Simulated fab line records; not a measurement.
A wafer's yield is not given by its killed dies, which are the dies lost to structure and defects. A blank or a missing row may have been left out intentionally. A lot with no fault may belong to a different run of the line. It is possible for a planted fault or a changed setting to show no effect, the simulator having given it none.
Comparing a struck lot with a sound one | flow nand-harc | 15 steps out of a route of 1302
Sound: these wafers, L373.1, L373.4, L373.6. Struck: wafers L379.2, L379.3, L379.4. The cause comes at the end.
For every step that has rows: the tool of each side, followed by ch and its chambers, followed by its first start. Under that, the readings that differ: sound wafers | struck wafers | difference of the means | sigmas: that difference in standard deviations of wafers without a fault.
alike: words and numbers the same on both sides, and readings whose means are apart by under 2 such deviations; not compared: readings that were withheld, readings missing a value for some wafer, numbers with overlapping values and no deviation given by the record, and bounds like >300 which may hide the same value.
A row with sigmas, a row that says differs or no value, or rows on one side alone: a step with any of these is where the two part. Numbers that have no deviation but don't overlap get no sigmas and don't part them. A reading that every wafer of one side lacks parts them only if that side has two wafers or more.

first, 2 steps without rows for these wafers: NHARC_A_CHANNEL_HOLE_D2_STRIP_42 (strips in CF4/CHF3); NHARC_A_CHANNEL_HOLE_D2_STRIP_43 (strips in O2/COS).
NHARC_A_CHANNEL_HOLE_D2_ETCH_44: etches the open film in CF4/O2, target depth 140 nm, overetch 14 nm, time 77 s.
  sound on rie-diel-12 ch 0,1, day 14 00:57; struck on rie-diel-12 ch 0,1,3, day 16 13:59
  alike: bias-w, drypump-motor-current-A, mfc-ar-sccm, o2-flow-sccm, oes-product-au, rf-vpp-V, showerhead-plenum-p-Torr, throttle-valve-pct
  not compared: rf-hours-counter-h
NHARC_A_CHANNEL_HOLE_D2_STRIP_28: strips in O2.
  sound on rie-diel-12 ch 0,2; struck on rie-diel-12 ch 1,2,3
  reading                | sound                | struck               | difference | sigmas
  throttle-valve-pct (%) | 17.018 17.023 17.037 | 17.046 17.030 17.066 | +0.021     | +2
  alike: drypump-motor-current-A, mfc-ar-sccm, o2-flow-sccm, oes-product-au, rf-vpp-V, showerhead-plenum-p-Torr
  not compared: rf-hours-counter-h
then, 2 steps without rows for these wafers: NHARC_A_CHANNEL_HOLE_D2_PRECLEAN_29 (cleans in SC1); NHARC_A_CHANNEL_HOLE_D2_SRD_30.
NHARC_A_CHANNEL_HOLE_D2_CD_MEAS_31:
  sound: cd-sem-01 at day 14 01:44; struck: cd-sem-02 at day 16 14:46
  alike: cd-nm
NHARC_A_CHANNEL_HOLE_D2_XSEM_32:
  sound on xsem-02 ch 0, day 14 01:49; struck on xsem-02 ch 0, day 16 14:52
  alike: bot-cd-nm, bow-nm, tilt-deg
NHARC_A_CHANNEL_HOLE_D2_INSPECT_40:
  sound: defect-inspect-02 at day 14 01:55; struck: defect-inspect-02 at day 16 14:58
  alike: raw-defect-count
then, 2 steps without rows for these wafers: NHARC_A_CHANNEL_FILL_D2_PRECLEAN_00 (cleans in SC1); NHARC_A_CHANNEL_FILL_D2_SRD_01.
NHARC_A_CHANNEL_FILL_D2_ALD_02: deposits SiO2, target thk 6 nm, pulse time 10 s, ald cycles 60.
  sound on ald-hk-03 ch 1,3, day 14 02:11; struck on ald-hk-03 ch 0,2,3, day 16 15:11
  alike: heater-power-outer-w, heater-power-w, precursor-pulse-height-rel, susceptor-temp-C
NHARC_A_CHANNEL_FILL_D2_ALD_03: deposits SiNx, target thk 6 nm, pulse time 60 s, ald cycles 58.
  sound on ald-sin-batch-01 ch 0, day 14 05:33; struck on ald-sin-batch-03 ch 0, day 16 18:38
  reading              | sound | struck               | difference                   | sigmas
  susceptor-temp-C (C) | - - - | 607.03 607.33 606.78 | no value on the sound wafers |
  alike: precursor-pulse-height-rel
NHARC_A_CHANNEL_FILL_D2_ALD_14: deposits SiO2, target thk 2.5 nm, pulse time 10 s, ald cycles 25.
  sound on ald-hk-01 ch 0,1,2, day 14 09:04; struck on ald-hk-02 ch 0,2,3, day 16 22:12
  alike: heater-power-outer-w, heater-power-w, precursor-pulse-height-rel, susceptor-temp-C
-- break in the record here, with 11 days between the starts of the struck wafers on either side (left off in module A_CHANNEL_FILL_D2, picked up again in module END, where the first step shown is number 1302 on the route) --
NHARC_END_SORT_01:
  sound on prober-01 ch 0, day 25 09:14; struck on prober-01 ch 0, day 27 23:53
  alike: killed-at-array, killed-at-other, killed-at-periphery, killed-dies, killed-open, killed-short

WHERE THEY PART
Earliest at NHARC_A_CHANNEL_HOLE_D2_STRIP_28; latest, in this record, at NHARC_A_CHANNEL_FILL_D2_ALD_03. Later steps at which nothing parts them and some readings are alike: NHARC_A_CHANNEL_FILL_D2_ALD_14, NHARC_END_SORT_01.

WHY: what had been put in by the simulator
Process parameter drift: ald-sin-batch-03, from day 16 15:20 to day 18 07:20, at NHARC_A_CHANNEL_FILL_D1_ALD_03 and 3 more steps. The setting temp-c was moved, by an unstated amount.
